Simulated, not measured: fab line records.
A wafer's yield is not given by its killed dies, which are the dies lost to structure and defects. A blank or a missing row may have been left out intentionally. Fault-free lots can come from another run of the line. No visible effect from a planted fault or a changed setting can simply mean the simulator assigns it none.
fab line records	flow n5_finfet
record lots=9	wafers=27	last_day=17
route steps=1938 shown BEOL_M4@1111 BEOL_M9@1446 PASSIVATION@1936
lots that met no fault: from a run of the same line without faults
start_h: the number of hours between the record's first day and the start of the first shown wafer of the lot	wait_h: time in hours since the lot's previous step	" repeats the value in the row above	L1.1+2: one row covering several wafers at once	- either no value or no given start	* or withheld: withheld	< > ~ a bound
route shown NAME@n: a module of which the file shows steps, and the number in the route of the first	usual: mean/standard deviation taken from wafers without a fault	same: alike in all rows	chamber/n: place in a boat	sites: per-site readings	_std_site: their standard deviation	_edge_site: mean of outer sites minus mean of inner sites	radius_mm: for every site, how far away it sits from the centre of the wafer	mask NAME#n: copy n	behind: the last tool/chamber to shape the wafer	hold: what put the lot on hold/how long, in hours/how the hold closed	device: names the non-switching transistor (n, p or np)	end of line: tests of these same wafers at the route's end	where a step has no rows: the recipe by itself	killed: count of dies lost to structure and defects at first sort (not the wafer's yield)	map: a wafer's dies, marking killed ones x, the rest . and places with no die _
set.NAME: setting as actually run; set.NAME@STEP: the setting as run at that earlier step	model.NAME: the simulator's own value behind a step, which no gauge read
one table for each step of the route and one row for each wafer, over a sample of lots
services: the hour from which a tool's chamber was out of use, counted from the record's first day as start_h (under 0 if before that day), plus the number of hours and why
## steps
# step N5_BEOL_M4_RC_MEAS_101
# usual DIBL_N=36.3/1.7	DIBL_P=36.5/1.8	IOFF_N=0.16/0.033	IOFF_P=0.21/0.037	ION_N=675/11	ION_P=462/7.9	SS_N=71.6/0.64	SS_P=73.3/0.68	VT_N=249/3.3	VT_P=-250/3.3
lot.wafer	tool	chamber	start_h	wait_h	DIBL_N[mV/V]	DIBL_P[mV/V]	IOFF_N[nA/um]	IOFF_P[nA/um]	ION_N[uA/um]	ION_P[uA/um]	SS_N[mV/dec]	SS_P[mV/dec]	VT_N[mV]	VT_P[mV]
L731.1	prober-01	0	175.39	0.0	37.0	37.9	0.16	0.23	674	464	71.5	73.7	249	-251
L731.4	"	0	"	"	35.9	36.4	0.14	0.22	669	461	71.1	73.5	251	-250
L731.6	"	0	"	"	36.4	36.4	0.14	0.21	675	471	71.3	73.1	251	-250
L733.1	prober-01	0	182.71	0.0	36.4	35.8	0.15	0.22	672	463	72.0	72.9	249	-248
L733.2	"	0	"	"	38.2	38.6	0.19	0.26	682	470	71.9	74.6	245	-246
L733.4	"	0	"	"	37.6	37.2	0.16	0.24	671	466	72.3	74.0	250	-245
L734.1	prober-02	0	182.85	0.0	37.3	37.5	0.18	0.23	680	470	71.2	72.8	247	-250
L734.2	"	0	"	"	33.8	33.5	0.12	0.17	677	471	70.7	71.7	255	-253
L734.5	"	0	"	"	35.5	36.1	0.15	0.21	683	476	72.1	72.8	250	-250
L739.2	prober-01	0	223.35	0.2	34.9	35.2	0.15	0.22	679	467	71.0	73.7	249	-250
L739.5	"	0	"	"	35.6	36.8	0.16	0.23	675	467	71.6	74.1	249	-248
L739.6	"	0	"	"	33.3	33.1	0.12	0.19	690	479	70.1	72.8	254	-249
L738.1	prober-02	0	223.77	0.1	34.4	34.8	0.11	0.16	662	448	70.0	72.8	253	-257
L738.2	"	0	"	"	36.1	37.7	0.14	0.21	653	460	70.6	73.9	253	-251
L738.3	"	0	"	"	36.9	38.2	0.15	0.20	662	450	71.1	73.8	251	-253
L740.1	prober-01	0	225.25	0.0	35.8	36.3	0.16	0.20	684	464	71.3	72.9	249	-251
L740.4	"	0	"	"	35.6	34.7	0.15	0.17	666	450	71.1	72.7	249	-253
L740.5	"	0	"	"	34.2	33.9	0.13	0.17	657	448	71.1	72.1	251	-253
L741.2	prober-02	0	231.18	0.2	37.2	37.8	0.19	0.25	685	472	72.0	72.9	246	-244
L741.4	"	0	"	"	37.7	39.0	0.19	0.27	675	466	72.6	73.8	246	-247
L741.6	"	0	"	"	35.5	36.4	0.16	0.23	683	475	71.1	73.1	249	-248
L749.2	prober-02	0	288.09	0.2	33.4	33.1	0.13	0.17	682	465	71.4	72.7	251	-254
L749.3	"	0	"	"	35.3	34.8	0.16	0.19	677	462	71.3	73.6	247	-251
L749.4	"	0	"	"	34.3	33.9	0.14	0.18	672	459	71.9	73.2	250	-252
L752.1	prober-01	0	298.10	0.0	33.2	33.6	0.12	0.16	669	452	71.2	72.4	252	-256
L752.3	"	0	"	"	36.3	37.7	0.18	0.21	678	461	71.9	74.4	248	-250
L752.5	"	0	"	"	36.8	38.6	0.19	0.22	677	458	72.1	74.3	246	-253
# step N5_BEOL_M9_TRENCH_ETCH_37
# recipe chemistry=C4F6/O2	target_depth_a=1514.3	target=SiCOH_lowk	time_s=49	ion_energy_ev=250	pressure_mtorr=30	source_w=345	bias_w=185	Ar_flow_sccm=300	C4F6_flow_sccm=10	O2_flow_sccm=10
# usual drypump_motor_current_A=5.8/0.4	oes_ar_750_au=0.76/0.08	oes_product_au=0.76/0.085	rf_vpp_V=664/9	showerhead_plenum_p_Torr=2.84/0.072	throttle_valve_pct=20.97/0.24
lot.wafer	tool	chamber	start_h	wait_h	drypump_motor_current_A	oes_ar_750_au	oes_product_au	rf_hours_counter_h	rf_vpp_V	showerhead_plenum_p_Torr	throttle_valve_pct
L731.1	rie_diel-05	0	-	-	6.1	0.82	0.83	75	668	2.87	21.02
L731.4	"	2	"	"	5.3	0.72	0.70	197	650	2.94	20.80
L731.6	"	3	"	"	6.1	0.78	0.78	-	659	2.76	20.91
L734.1	rie_diel-05	2	-	-	5.3	0.72	0.70	199	650	2.94	20.80
L734.2	"	1	"	"	6.3	0.68	0.66	237	645	2.93	20.92
L734.5	"	3	"	"	6.1	0.78	0.78	-	658	2.76	20.94
L733.1	rie_diel-05	0	-	-	6.1	0.81	0.82	79	667	2.86	21.03
L733.2	"	1	"	"	6.4	0.68	0.67	238	645	2.93	20.91
L733.4	"	2	"	"	5.3	0.72	0.70	199	650	2.94	20.80
L739.2	rie_diel-02	0	-	-	5.8	0.70	0.71	231	673	2.81	21.15
L739.5	"	3	"	"	5.8	0.70	0.69	-	659	2.82	20.84
L739.6	"	0	"	"	5.8	0.70	0.71	-	676	2.81	21.14
L738.1	rie_diel-02	3	-	-	5.8	0.70	0.69	249	657	2.82	20.85
L738.2	"	1	"	"	6.1	0.75	0.74	139	666	2.74	21.32
L738.3	"	2	"	"	6.3	0.71	0.70	195	666	2.93	21.00
L740.1	rie_diel-04	1	-	-	5.2	0.82	0.84	65	675	2.90	21.02
L740.4	"	0	"	"	5.3	0.70	0.70	221	670	2.72	21.14
L740.5	"	1	"	"	5.2	0.82	0.84	-	677	2.90	21.01
L741.2	rie_diel-02	0	-	-	5.8	0.69	0.72	237	675	2.80	21.15
L741.4	"	2	"	"	6.3	0.71	0.71	-	667	2.93	21.03
L741.6	"	1	"	"	6.0	0.75	0.75	-	668	2.74	21.30
L749.2	rie_diel-04	1	-	-	5.2	0.81	0.82	78	677	2.89	21.05
L749.3	"	3	"	"	5.3	0.91	0.90	30	675	2.81	20.44
L749.4	"	2	"	"	6.2	0.70	0.71	200	660	2.84	21.32
L752.1	rie_diel-05	1	-	-	6.3	0.90	0.91	16	646	2.91	20.49
L752.3	"	0	"	"	6.1	0.78	0.76	122	668	2.85	21.08
L752.5	"	1	"	"	6.3	0.90	0.92	-	644	2.91	20.50
# step N5_BEOL_M9_ETCH_41
# recipe chemistry=CH3F/O2	target=SiCN	target_depth_a=366	taper_deg=2	time_s=70.1	ion_energy_ev=120	mask_material=TiN	pressure_mtorr=30	source_w=395	bias_w=75	Ar_flow_sccm=150	CH3F_flow_sccm=30	O2_flow_sccm=20
# usual drypump_motor_current_A=5.8/0.4	oes_product_au=0.76/0.086	rf_vpp_V=297.2/1.4	showerhead_plenum_p_Torr=1.99/0.054	throttle_valve_pct=16.38/0.25
lot.wafer	tool	chamber	start_h	wait_h	drypump_motor_current_A	oes_product_au	rf_hours_counter_h	rf_vpp_V	showerhead_plenum_p_Torr	throttle_valve_pct
L731.1	rie_diel-05	0	-	-	6.1	0.83	75	297.1	2.02	16.38
L731.4	"	2	"	"	5.3	0.71	197	299.1	2.07	16.27
L731.6	"	3	"	"	6.1	0.78	-	297.2	1.93	16.30
L734.1	rie_diel-05	2	-	-	5.3	0.69	199	298.7	2.07	16.27
L734.2	"	1	"	"	6.3	0.67	237	298.6	2.06	16.36
L734.5	"	3	"	"	6.1	0.77	-	296.3	1.93	16.32
L733.1	rie_diel-05	0	-	-	6.1	0.82	79	296.8	2.02	16.40
L733.2	"	1	"	"	6.3	0.66	238	299.6	2.06	16.34
L733.4	"	2	"	"	5.3	0.71	199	297.9	2.07	16.29
L739.2	rie_diel-02	0	-	-	5.8	0.71	232	295.9	1.97	16.59
L739.5	"	3	"	"	5.8	0.70	-	297.1	1.98	16.29
L739.6	"	0	"	"	5.8	0.71	-	298.5	1.97	16.59
L738.1	rie_diel-02	3	-	-	5.8	0.69	249	297.5	1.98	16.29
L738.2	"	1	"	"	6.0	0.75	139	295.7	1.92	16.67
L738.3	"	2	"	"	6.3	0.70	195	300.2	2.06	16.48
L740.1	rie_diel-04	1	-	-	5.2	0.85	65	297.9	2.04	16.38
L740.4	"	0	"	"	5.2	0.70	221	294.7	1.90	16.52
L740.5	"	1	"	"	5.2	0.85	-	296.6	2.04	16.36
L741.2	rie_diel-02	0	-	-	5.8	0.71	237	295.9	1.97	16.61
L741.4	"	2	"	"	6.3	0.71	-	298.1	2.06	16.48
L741.6	"	1	"	"	6.0	0.74	-	296.6	1.92	16.66
L749.2	rie_diel-04	1	-	-	5.2	0.82	78	298.2	2.03	16.38
L749.3	"	3	"	"	5.2	0.91	30	296.2	1.97	15.79
L749.4	"	2	"	"	6.2	0.71	200	296.5	2.00	16.74
L752.1	rie_diel-05	1	-	-	6.3	0.90	16	298.0	2.05	15.88
L752.3	"	0	"	"	6.1	0.77	122	296.2	2.00	16.48
L752.5	"	1	"	"	6.3	0.91	-	298.4	2.05	15.88
# step N5_BEOL_M9_CD_MEAS_35
# recipe target_cd_nm=70	target_cd_y_nm=40	polarity=opening
# usual cd_nm=69.9/0.6
lot.wafer	tool	chamber	start_h	wait_h	cd_nm
L731.1	cd_sem-03	-	215.94	0.0	71.1
L731.4	"	-	"	"	70.4
L731.6	"	-	"	"	70.1
L734.1	cd_sem-02	-	223.14	0.0	70.7
L734.2	"	-	"	"	69.6
L734.5	"	-	"	"	71.0
L733.1	cd_sem-01	-	225.25	0.0	69.8
L733.2	"	-	"	"	70.3
L733.4	"	-	"	"	70.7
L739.2	cd_sem-01	-	263.66	0.0	69.6
L739.5	"	-	"	"	69.2
L739.6	"	-	"	"	69.7
L738.1	cd_sem-02	-	265.98	0.0	70.7
L738.2	"	-	"	"	70.7
L738.3	"	-	"	"	69.6
L740.1	cd_sem-02	-	269.92	0.0	70.7
L740.4	"	-	"	"	70.1
L740.5	"	-	"	"	71.2
L741.2	cd_sem-03	-	276.88	0.0	68.9
L741.4	"	-	"	"	70.5
L741.6	"	-	"	"	70.2
L749.2	cd_sem-03	-	330.10	0.0	70.5
L749.3	"	-	"	"	68.8
L749.4	"	-	"	"	71.1
L752.1	cd_sem-03	-	347.13	0.0	70.4
L752.3	"	-	"	"	71.0
L752.5	"	-	"	"	70.2
# step N5_BEOL_M9_CVD_78
# recipe material=Co	target_thk_a=20	temp_c=withheld	precursor=CCTBA/H2	pressure_torr=30	time_s=138.9
# usual chamber_pressure_Torr=30.00/0.06	run_length_s=161.7/0.42
lot.wafer	tool	chamber	start_h	wait_h	chamber_pressure_Torr	run_length_s
L731.1	cvd_co-01	0	217.23	0.0	29.99	161.5
L731.4	"	0	"	"	29.97	161.7
L731.6	"	2	"	"	30.07	162.1
L734.1	cvd_co-01	2	224.32	0.1	30.01	161.7
L734.2	"	1	"	"	29.99	162.7
L734.5	"	0	"	"	30.01	161.7
L733.1	cvd_co-02	1	226.25	0.1	30.04	161.2
L733.2	"	2	"	"	29.95	162.2
L733.4	"	1	"	"	30.07	161.3
L739.2	cvd_co-01	1	265.65	0.0	-	-
L739.5	"	1	"	"	-	-
L739.6	"	0	"	"	-	-
L738.1	cvd_co-02	1	266.95	0.0	-	-
L738.2	"	2	"	"	-	-
L738.3	"	0	"	"	-	-
L740.1	cvd_co-02	0	271.00	0.1	-	-
L740.4	"	0	"	"	-	-
L740.5	"	1	"	"	-	-
L741.2	cvd_co-02	2	278.50	0.0	29.99	161.4
L741.4	"	1	"	"	30.02	160.8
L741.6	"	2	"	"	30.03	161.5
L749.2	cvd_co-02	1	331.19	0.1	30.02	160.8
L749.3	"	0	"	"	29.96	161.5
L749.4	"	2	"	"	29.94	161.8
L752.1	cvd_co-01	2	349.31	0.3	30.04	161.7
L752.3	"	2	"	"	30.07	161.5
L752.5	"	0	"	"	30.05	161.7
# step N5_BEOL_M9_CMP_52
# recipe stop_on=SiCOH_lowk	t_overpolish_s=7	down_force_psi=1	platen_rpm=50	clearing_platen_down_force_psi=1.5	clearing_platen_rpm=50	post_cmp_clean=cu_alkaline	target_thk_nm=140	clearing_platen_pad_velocity_m_s=0.99484	pad_velocity_m_s=0.99484
# usual barrier_field_endpoint_s=28.9/0.6	motor_current_A=6.2/0.67	platen_rpm=50.004/0.029
lot.wafer	tool	chamber	start_h	wait_h	barrier_field_endpoint_s	motor_current_A	platen_rpm
L731.1	cmp-01	0	217.92	0.3	28.7	5.7	49.986
L731.4	"	1	"	"	28.1	5.2	49.995
L731.6	"	0	"	"	28.9	6.0	50.019
L734.1	cmp-04	3	225.62	0.3	29.7	7.0	49.971
L734.2	"	0	"	"	30.2	5.0	49.996
L734.5	"	2	"	"	29.0	5.7	50.029
L733.2	cmp-01	0	226.89	0.2	28.0	5.7	50.003
L733.4	"	2	"	"	28.2	6.7	49.975
L733.1	"	3	"	"	29.4	7.4	50.047
L739.2	cmp-02	3	266.39	0.3	26.2	6.3	50.040
L739.5	"	1	"	"	25.8	6.3	49.989
L739.6	"	2	"	"	26.9	5.9	50.047
L738.3	cmp-02	1	267.86	0.2	25.8	6.1	50.042
L738.1	"	2	"	"	25.5	5.9	50.010
L738.2	"	3	"	"	26.1	6.2	49.990
L740.1	cmp-01	0	273.34	0.3	26.1	6.6	50.051
L740.4	"	1	"	"	27.3	5.1	49.985
L740.5	"	3	"	"	28.0	7.5	49.986
L741.2	cmp-02	1	280.55	0.4	27.5	6.3	49.989
L741.4	"	0	"	"	29.2	5.7	49.994
L741.6	"	2	"	"	28.6	5.7	49.995
L749.2	cmp-02	3	332.14	0.2	29.3	6.5	49.954
L749.3	"	0	"	"	28.9	6.1	50.008
L749.4	"	1	"	"	29.0	6.2	49.990
L752.3	cmp-02	1	350.09	0.2	29.3	6.3	50.055
L752.1	"	2	"	"	29.0	5.8	50.014
L752.5	"	2	"	"	30.0	5.8	50.012
# step N5_PASSIVATION_PROBE_49
# usual defect_limited_yield=91.3/1.5	killed_at_M0_to_M3=34/9.4	killed_at_M4_up=13/5.3	killed_at_contacts=13/5.7	killed_at_front_end=40/10	killed_at_other=3.7/2.8	killed_dies=103/17	killed_on_rim=13/4.2	killed_open=67/13	killed_short=35/8.5	sort_bin_5_function=5.0/0.98	sort_bin_6_memory=3.3/0.7	sort_n_pass=1077/17	sort_yield_pct=91.3/1.5
# same gross_dies=1180	killed_at_back_side=0	sort_bin_4_leakage[%]=0	sort_bin_8_speed[%]=0
lot.wafer	tool	chamber	start_h	wait_h	defect_limited_yield[%]	killed_at_M0_to_M3	killed_at_M4_up	killed_at_contacts	killed_at_front_end	killed_at_other	killed_dies	killed_on_rim	killed_open	killed_short	sort_bin_5_function[%]	sort_bin_6_memory[%]	sort_n_pass	sort_yield_pct[%]
L731.1	prober-02	-	272.68	0.0	90.1	41	11	14	51	0	117	17	69	47	5.7	3.7	1063	90.1
L731.4	prober-02	-	272.83	0.2	93.0	26	10	13	33	1	83	10	57	24	4.2	2.5	1097	93.0
L731.6	prober-02	-	272.93	0.3	93.5	37	8	9	19	4	77	9	51	24	3.6	2.8	1103	93.5
L734.1	prober-01	-	289.51	0.0	90.9	43	9	21	30	4	107	13	68	33	5.2	3.3	1073	90.9
L734.2	prober-01	-	289.56	0.1	91.4	36	7	12	43	3	101	8	66	34	4.8	3.1	1079	91.4
L734.5	prober-01	-	289.71	0.2	91.9	37	11	7	37	4	96	10	56	36	4.2	3.2	1084	91.9
L733.1	prober-02	-	289.91	0.0	91.3	40	9	7	38	9	103	13	67	35	5.1	3.4	1077	91.3
L733.2	prober-02	-	289.96	0.1	90.0	31	14	15	51	7	118	17	69	47	6.0	3.1	1062	90.0
L733.4	prober-02	-	290.06	0.2	92.2	23	14	8	40	7	92	9	61	31	3.7	3.7	1088	92.2
L739.2	prober-02	-	326.72	0.2	18.8	25	879	10	39	5	958	84	62	33	67.0	13.8	222	18.8
L739.5	prober-02	-	326.87	0.3	18.4	46	876	6	31	4	963	88	73	22	68.6	12.7	217	18.4
L739.6	prober-02	-	326.92	0.4	21.7	20	847	20	30	7	924	66	53	30	64.6	13.3	256	21.7
L738.1	prober-01	-	331.29	0.0	20.0	24	886	6	21	7	944	149	42	24	67.5	12.0	236	20.0
L738.2	prober-01	-	331.34	0.1	18.4	31	891	4	33	4	963	85	58	28	69.2	12.3	217	18.4
L738.3	prober-01	-	331.39	0.1	20.2	24	887	7	19	5	942	124	41	26	67.1	12.0	238	20.2
L740.1	prober-02	-	331.64	0.0	18.5	35	889	7	29	2	962	129	65	26	69.0	12.5	218	18.5
L740.4	prober-02	-	331.79	0.2	19.6	19	890	7	29	4	949	126	53	28	67.5	12.7	231	19.6
L740.5	prober-02	-	331.84	0.2	18.6	26	874	14	44	3	961	148	56	43	67.0	14.0	219	18.6
L741.2	prober-01	-	332.62	0.1	88.7	32	13	38	50	0	133	16	78	52	6.0	4.9	1047	88.7
L741.4	prober-01	-	332.72	0.2	90.8	33	14	25	36	1	109	18	67	36	5.7	3.4	1071	90.8
L741.6	prober-01	-	332.82	0.3	90.7	40	17	22	28	3	110	16	76	26	5.7	3.1	1070	90.7
L749.2	prober-01	-	386.92	0.1	93.1	17	16	15	34	0	82	12	51	31	4.2	2.8	1098	93.1
L749.3	prober-01	-	386.97	0.1	93.0	26	10	16	31	0	83	7	46	37	4.5	2.4	1097	93.0
L749.4	prober-01	-	387.02	0.2	94.2	13	8	7	38	2	68	8	48	18	3.6	2.0	1112	94.2
L752.1	prober-01	-	402.83	0.0	91.6	20	10	12	56	1	99	14	65	33	3.4	4.9	1081	91.6
L752.3	prober-01	-	402.93	0.1	88.1	37	23	16	60	4	140	17	88	51	7.7	3.7	1040	88.1
L752.5	prober-01	-	403.03	0.2	91.3	25	16	9	50	3	103	13	64	38	4.5	3.6	1077	91.3
# killed by level:class
L731.1 STI_FIN_REVEAL:geometric_particle:open=13 MOL_CONTACT_COAG:geometric_particle:open=10 BEOL_M1:geometric_particle:short=9 BEOL_M3:geometric_particle:open=9 BEOL_M0_SAQP:geometric_particle:short=8 FIN_SAQP:geometric_particle:short=7 GATE_CUT:geometric_particle:short=7 FIN_SAQP:geometric_particle:open=6
L731.4 BEOL_M1:geometric_particle:open=10 MOL_CONTACT_COAG:geometric_particle:open=9 GATE_CUT:geometric_particle:open=5 BEOL_M2:geometric_particle:open=5 STARTING-WAFER:geometric_particle:open=5 GATE_CUT:geometric_particle:short=4 MOL_CONTACT_COAG:geometric_particle:short=4 BEOL_M0_SAQP:geometric_particle:open=4
L731.6 BEOL_M0_SAQP:geometric_particle:short=8 BEOL_M1:geometric_particle:open=8 MOL_CONTACT_COAG:geometric_particle:open=7 BEOL_M2:geometric_particle:open=6 BEOL_M3:geometric_particle:open=6 BEOL_M3:geometric_particle:short=4 STI_FIN_REVEAL:geometric_particle:open=3 ILD0:geometric_particle:short=3
L734.1 MOL_CONTACT_COAG:geometric_particle:open=18 BEOL_M0_SAQP:geometric_particle:open=11 BEOL_M0_SAQP:geometric_particle:short=9 STI_FIN_REVEAL:geometric_particle:open=9 FIN_SAQP:geometric_particle:short=7 BEOL_M0:geometric_particle:open=6 BEOL_M2:geometric_particle:open=5 BEOL_M3:geometric_particle:open=5
L734.2 STI_FIN_REVEAL:geometric_particle:open=10 MOL_CONTACT_COAG:geometric_particle:open=10 BEOL_M2:geometric_particle:open=9 BEOL_M3:geometric_particle:open=9 FIN_SAQP:geometric_particle:short=7 FIN_SAQP:geometric_particle:open=5 GATE_CUT:geometric_particle:short=5 STI_FIN_REVEAL:geometric_particle:short=5
L734.5 STI_FIN_REVEAL:geometric_particle:open=12 FIN_SAQP:geometric_particle:short=10 BEOL_M0_SAQP:geometric_particle:short=8 FIN_SAQP:geometric_particle:open=7 MOL_CONTACT_COAG:geometric_particle:open=7 BEOL_M2:geometric_particle:open=7 BEOL_M0_SAQP:geometric_particle:open=6 BEOL_M3:geometric_particle:open=5
L733.1 FIN_SAQP:geometric_particle:open=16 BEOL_M0_SAQP:geometric_particle:open=10 BEOL_M2:geometric_particle:open=9 FIN_SAQP:geometric_particle:short=7 BEOL_M2:geometric_particle:short=7 BEOL_M1:geometric_particle:open=6 MOL_CONTACT_COAG:geometric_particle:open=5 BEOL_M0_SAQP:geometric_particle:short=5
L733.2 FIN_SAQP:geometric_particle:open=12 BEOL_M0_SAQP:geometric_particle:open=12 FIN_SAQP:geometric_particle:short=11 BEOL_M0_SAQP:geometric_particle:short=11 MOL_CONTACT_COAG:geometric_particle:open=10 BEOL_M4:geometric_particle:open=9 STI_FIN_REVEAL:geometric_particle:open=7 MOL_CONTACT_COAG:geometric_particle:short=5
L733.4 FIN_SAQP:geometric_particle:open=15 BEOL_M0_SAQP:geometric_particle:open=10 MOL_CONTACT_COAG:geometric_particle:open=8 BEOL_M0_SAQP:geometric_particle:short=6 BEOL_M4:geometric_particle:open=5 FIN_SAQP:geometric_particle:short=4 BEOL_M5:geometric_particle:open=4 STI_FIN_REVEAL:geometric_particle:open=4
L739.2 BEOL_M9:area_cvd=507 BEOL_M9:interface_void_opened=355 FIN_SAQP:geometric_particle:open=10 MOL_CONTACT_COAG:geometric_particle:open=8 BEOL_M2:geometric_particle:open=8 GATE_CUT:geometric_particle:short=7 FIN_SAQP:geometric_particle:short=6 STI_FIN_REVEAL:geometric_particle:open=5
L739.5 BEOL_M9:area_cvd=513 BEOL_M9:interface_void_opened=355 BEOL_M3:geometric_particle:open=10 DUMMY_GATE:geometric_particle:open=9 BEOL_M2:geometric_particle:open=9 BEOL_M0_SAQP:geometric_particle:open=8 BEOL_M1:geometric_particle:open=8 STI_FIN_REVEAL:geometric_particle:open=7
L739.6 BEOL_M9:area_cvd=521 BEOL_M9:interface_void_opened=319 MOL_CONTACT_COAG:geometric_particle:open=17 STI_FIN_REVEAL:geometric_particle:open=6 GATE_CUT:geometric_particle:short=6 BEOL_M1:geometric_particle:open=6 FIN_SAQP:geometric_particle:short=5 BEOL_M2:geometric_particle:open=4
L738.1 BEOL_M9:area_cvd=549 BEOL_M9:interface_void_opened=329 BEOL_M0_SAQP:geometric_particle:short=9 BEOL_M2:geometric_particle:open=8 FIN_SAQP:geometric_particle:short=6 MOL_CONTACT_COAG:geometric_particle:open=6 ILD0:geometric_particle:open=5 BEOL_M0_SAQP:geometric_particle:open=3
L738.2 BEOL_M9:area_cvd=525 BEOL_M9:interface_void_opened=351 STI_FIN_REVEAL:geometric_particle:open=12 BEOL_M2:geometric_particle:open=9 BEOL_M4:geometric_particle:open=9 BEOL_M0_SAQP:geometric_particle:short=8 FIN_SAQP:geometric_particle:short=7 BEOL_M0_SAQP:geometric_particle:open=6
L738.3 BEOL_M9:area_cvd=530 BEOL_M9:interface_void_opened=345 FIN_SAQP:geometric_particle:short=7 BEOL_M0_SAQP:geometric_particle:open=7 BEOL_M4:geometric_particle:open=7 MOL_CONTACT_COAG:geometric_particle:open=6 BEOL_M2:geometric_particle:open=6 BEOL_M0_SAQP:geometric_particle:short=5
L740.1 BEOL_M9:area_cvd=537 BEOL_M9:interface_void_opened=334 BEOL_M0_SAQP:geometric_particle:short=9 DUMMY_GATE:geometric_particle:open=8 BEOL_M2:geometric_particle:open=8 STI_FIN_REVEAL:geometric_particle:open=7 MOL_CONTACT_COAG:geometric_particle:open=6 FIN_SAQP:geometric_particle:short=5
L740.4 BEOL_M9:area_cvd=506 BEOL_M9:interface_void_opened=361 BEOL_M4:geometric_particle:open=13 BEOL_M0_SAQP:geometric_particle:short=6 BEOL_M2:geometric_particle:open=6 FIN_SAQP:geometric_particle:short=5 DUMMY_GATE:geometric_particle:open=5 MOL_CONTACT_COAG:geometric_particle:open=5
L740.5 BEOL_M9:area_cvd=527 BEOL_M9:interface_void_opened=335 FIN_SAQP:geometric_particle:short=10 MOL_CONTACT_COAG:geometric_particle:open=10 FIN_SAQP:geometric_particle:open=8 BEOL_M2:geometric_particle:open=6 BEOL_M4:geometric_particle:open=6 GATE_CUT:geometric_particle:open=5
L741.2 MOL_CONTACT_COAG:geometric_particle:open=31 FIN_SAQP:geometric_particle:short=13 STI_FIN_REVEAL:geometric_particle:open=10 BEOL_M3:geometric_particle:open=10 MOL_CONTACT_COAG:geometric_particle:short=7 STARTING-WAFER:geometric_particle:short=7 BEOL_M2:geometric_particle:open=5 STI_FIN_REVEAL:geometric_particle:short=4
L741.4 MOL_CONTACT_COAG:geometric_particle:open=20 BEOL_M2:geometric_particle:open=9 BEOL_M0_SAQP:geometric_particle:short=8 STI_FIN_REVEAL:geometric_particle:open=7 FIN_SAQP:geometric_particle:short=5 MOL_CONTACT_COAG:geometric_particle:short=5 BEOL_M3:geometric_particle:open=5 FIN_SAQP:geometric_particle:open=4
L741.6 MOL_CONTACT_COAG:geometric_particle:open=18 BEOL_M3:geometric_particle:open=12 BEOL_M0_SAQP:geometric_particle:open=10 HKMG_FIN:area_etch=6 FIN_SAQP:geometric_particle:open=4 GATE_CUT:geometric_particle:open=4 MOL_CONTACT_COAG:geometric_particle:short=4 BEOL_M1:geometric_particle:open=4
L749.2 MOL_CONTACT_COAG:geometric_particle:open=11 FIN_SAQP:geometric_particle:open=10 BEOL_M4:geometric_particle:open=8 BEOL_M3:geometric_particle:open=7 BEOL_M3:geometric_particle:short=5 GATE_CUT:geometric_particle:short=4 MOL_CONTACT_COAG:geometric_particle:short=4 BEOL_M4:geometric_particle:short=4
L749.3 MOL_CONTACT_COAG:geometric_particle:open=9 BEOL_M0_SAQP:geometric_particle:short=9 MOL_CONTACT_COAG:geometric_particle:short=7 STARTING-WAFER:geometric_particle:short=7 BEOL_M0_SAQP:geometric_particle:open=6 BEOL_M1:geometric_particle:open=6 DUMMY_GATE:geometric_particle:open=5 FIN_SAQP:geometric_particle:short=4
L749.4 FIN_SAQP:geometric_particle:open=8 MOL_CONTACT_COAG:geometric_particle:open=7 FIN_SAQP:geometric_particle:short=6 GATE_CUT:geometric_particle:open=6 BEOL_M2:geometric_particle:open=6 BEOL_M4:geometric_particle:open=5 GATE_CUT:geometric_particle:short=4 STI_FIN_REVEAL:geometric_particle:open=3
L752.1 FIN_SAQP:geometric_particle:short=14 FIN_SAQP:geometric_particle:open=10 MOL_CONTACT_COAG:geometric_particle:open=10 GATE_CUT:geometric_particle:open=8 BEOL_M3:geometric_particle:open=7 STI_FIN_REVEAL:geometric_particle:open=5 BEOL_M2:geometric_particle:open=5 BEOL_M4:geometric_particle:open=5
L752.3 BEOL_M2:geometric_particle:open=20 FIN_SAQP:geometric_particle:short=15 MOL_CONTACT_COAG:geometric_particle:open=13 BEOL_M4:geometric_particle:open=10 STI_FIN_REVEAL:geometric_particle:open=8 GATE_CUT:geometric_particle:short=8 GATE_CUT:geometric_particle:open=8 FIN_SAQP:geometric_particle:open=4
L752.5 FIN_SAQP:geometric_particle:short=11 DUMMY_GATE:geometric_particle:open=9 BEOL_M2:geometric_particle:open=8 BEOL_M4:geometric_particle:open=7 MOL_CONTACT_COAG:geometric_particle:open=7 BEOL_M1:geometric_particle:open=7 GATE_CUT:geometric_particle:short=6 GATE_CUT:geometric_particle:open=5
## services
tool	chamber	start_h	hours	kind
cmp-01	-	193.40	0.3	repair
cvd_co-02	-	219.85	1.3	repair
cmp-01	-	221.20	4.0	pm
rie_diel-04	1	229.69	7.4	repair
cmp-04	-	239.30	0.7	repair
cvd_co-01	1	239.62	15.0	repair
cmp-01	-	247.09	14.3	pm
cmp-04	-	262.37	5.8	repair
rie_diel-05	3	265.18	6.2	repair
cmp-01	-	268.07	5.1	pm
rie_diel-04	-	273.42	14.6	pm
cmp-04	-	279.00	5.4	pm
rie_diel-02	0	279.54	8.0	repair
cmp-04	-	287.56	4.0	pm
rie_diel-02	0	289.38	4.3	repair
cvd_co-01	-	291.13	6.9	pm
rie_diel-02	0	316.61	4.1	repair
rie_diel-02	2	319.89	2.5	repair
rie_diel-02	3	323.57	29.4	repair
cmp-01	-	324.08	3.3	repair
rie_diel-02	1	326.74	3.5	repair
cmp-04	-	339.12	1.3	repair
cmp-02	-	341.55	6.4	pm
cmp-04	-	344.77	1.8	repair
## key
first_sign step=N5_BEOL_M9_CVD_78	reading=tool_record	direction=missing
effect step=N5_BEOL_M9_CMP_52	reading=barrier_field_endpoint_s	direction=down	sigmas=4.1	usual=28.9	struck=26.4
effect step=N5_PASSIVATION_PROBE_49	reading=killed_at_M4_up	direction=up	sigmas=99+	usual=13	struck=880
more_kills_born_at N5_BEOL_M9_CVD_78@cvd_co-02=3171	N5_BEOL_M9_CVD_78@cvd_co-01=1541
met_at N5_BEOL_M9_CVD_78
struck_lots L738,L739,L740
later_rows_left_out L738.1,L738.2,L738.3,L739.2,L739.5,L739.6,L740.1,L740.4,L740.5
not_acting_at N5_BEOL_M9_TRENCH_ETCH_37,N5_BEOL_M9_ETCH_41,N5_BEOL_M9_CD_MEAS_35
onset_between 226.25 265.65
fault kind=skipped_step_whole	tool=cvd_co-01,cvd_co-02	chamber=-	onset_h=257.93	steps=N5_BEOL_M9_CVD_78	scope=struck_lots_only
# later_rows_left_out: the simulator's readings of these wafers behind a module that went badly wrong aren't trusted and aren't shown, but for the sort
